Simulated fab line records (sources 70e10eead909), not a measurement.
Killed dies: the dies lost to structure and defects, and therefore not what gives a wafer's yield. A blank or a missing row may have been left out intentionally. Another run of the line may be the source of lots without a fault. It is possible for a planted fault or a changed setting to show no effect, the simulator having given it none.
Chamber matching / flow nand-harc / 4 sister chambers for NHARC_A_WL_FILL_ETCHBACK_26 on rie-si-05
The step etches the open film in HBr, target depth 52 nm, time 13.3 s. 14 wafers are shown with their chamber, then 7 later ones without.

WAFERS, EACH WITH ITS CHAMBER
wafer=L076.1; chamber=1; rf-fwd-power-W (W)=343.1; oes-product-au (a.u.)=0.985; throttle-valve-pct (%)=23.268
wafer=L076.3; chamber=0; rf-fwd-power-W (W)=341.6; oes-product-au (a.u.)=0.991; throttle-valve-pct (%)=23.293
wafer=L076.6; chamber=3; rf-fwd-power-W (W)=343.8; oes-product-au (a.u.)=0.990; throttle-valve-pct (%)=23.261
wafer=L082.3; chamber=3; rf-fwd-power-W (W)=343.0; oes-product-au (a.u.)=1.002; throttle-valve-pct (%)=23.250
wafer=L082.5; chamber=1; rf-fwd-power-W (W)=342.4; oes-product-au (a.u.)=1.006; throttle-valve-pct (%)=23.271
wafer=L082.6; chamber=2; rf-fwd-power-W (W)=343.0; oes-product-au (a.u.)=1.006; throttle-valve-pct (%)=23.267
wafer=L083.1; chamber=2; rf-fwd-power-W (W)=344.8; oes-product-au (a.u.)=1.013; throttle-valve-pct (%)=23.271
wafer=L083.3; chamber=3; rf-fwd-power-W (W)=344.9; oes-product-au (a.u.)=1.001; throttle-valve-pct (%)=23.251
wafer=L083.5; chamber=0; rf-fwd-power-W (W)=342.3; oes-product-au (a.u.)=1.010; throttle-valve-pct (%)=23.255
wafer=L087.1; chamber=3; rf-fwd-power-W (W)=342.5; oes-product-au (a.u.)=1.003; throttle-valve-pct (%)=23.273
wafer=L087.3; chamber=1; rf-fwd-power-W (W)=343.8; oes-product-au (a.u.)=0.995; throttle-valve-pct (%)=23.274
wafer=L087.5; chamber=0; rf-fwd-power-W (W)=339.5; oes-product-au (a.u.)=0.999; throttle-valve-pct (%)=23.254
wafer=L089.1; chamber=1; rf-fwd-power-W (W)=341.1; oes-product-au (a.u.)=1.001; throttle-valve-pct (%)=23.268
wafer=L089.2; chamber=2; rf-fwd-power-W (W)=341.9; oes-product-au (a.u.)=1.010; throttle-valve-pct (%)=23.270

SIGNATURES (averages over the wafers above)
reading=rf-fwd-power-W; chamber 0=341.133; chamber 1=342.600; chamber 2=343.233; chamber 3=343.550; scatter within a chamber=1.26
reading=oes-product-au; chamber 0=1.00000; chamber 1=0.99675; chamber 2=1.00967; chamber 3=0.99900; scatter within a chamber=0.00749
reading=throttle-valve-pct; chamber 0=23.26733; chamber 1=23.27025; chamber 2=23.26933; chamber 3=23.25875; scatter within a chamber=0.0117
Rule: for each reading, subtract the chamber's mean from the wafer's reading, divide by that reading's scatter and square the result; add these up over the readings and take the root, which gives the wafer's distance from the chamber. If the next closest chamber is less than 2 further off than the closest, the wafer can't be placed; otherwise it belongs to the closest. The scatter: the root of (the sum of the squares of (reading less its chamber's mean) over the shown wafers, divided by (wafers less chambers)).

WAFERS WHOSE CHAMBER IS MISSING
wafer=L089.5; rf-fwd-power-W (W)=344.0; oes-product-au (a.u.)=0.995; throttle-valve-pct (%)=23.277
wafer=L090.1; rf-fwd-power-W (W)=342.6; oes-product-au (a.u.)=1.009; throttle-valve-pct (%)=23.261
wafer=L090.3; rf-fwd-power-W (W)=342.9; oes-product-au (a.u.)=0.998; throttle-valve-pct (%)=23.280
wafer=L090.6; rf-fwd-power-W (W)=340.9; oes-product-au (a.u.)=1.012; throttle-valve-pct (%)=23.255
wafer=L094.1; rf-fwd-power-W (W)=345.1; oes-product-au (a.u.)=0.990; throttle-valve-pct (%)=23.259
wafer=L094.4; rf-fwd-power-W (W)=341.5; oes-product-au (a.u.)=1.018; throttle-valve-pct (%)=23.257
wafer=L094.6; rf-fwd-power-W (W)=339.5; oes-product-au (a.u.)=1.012; throttle-valve-pct (%)=23.258

WHICH CHAMBER EACH ONE RAN IN
wafer=L089.5; from the rows above=can't be placed: 1 or 3 or 2 or 0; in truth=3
wafer=L090.1; from the rows above=can't be placed: 2 or 3 or 0 or 1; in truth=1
wafer=L090.3; from the rows above=can't be placed: 1 or 0 or 2 or 3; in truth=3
wafer=L090.6; from the rows above=can't be placed: 0 or 2 or 3 or 1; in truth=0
wafer=L094.1; from the rows above=can't be placed: 3 or 1 or 2 or 0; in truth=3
wafer=L094.4; from the rows above=can't be placed: 2 or 0 or 3 or 1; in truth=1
wafer=L094.6; from the rows above=can't be placed: 0 or 2 or 1 or 3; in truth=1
Correct placement for 0 of the 7. Can't be placed from these rows: 7 (the true chamber is among the candidates in 7). 0 placed wrongly.
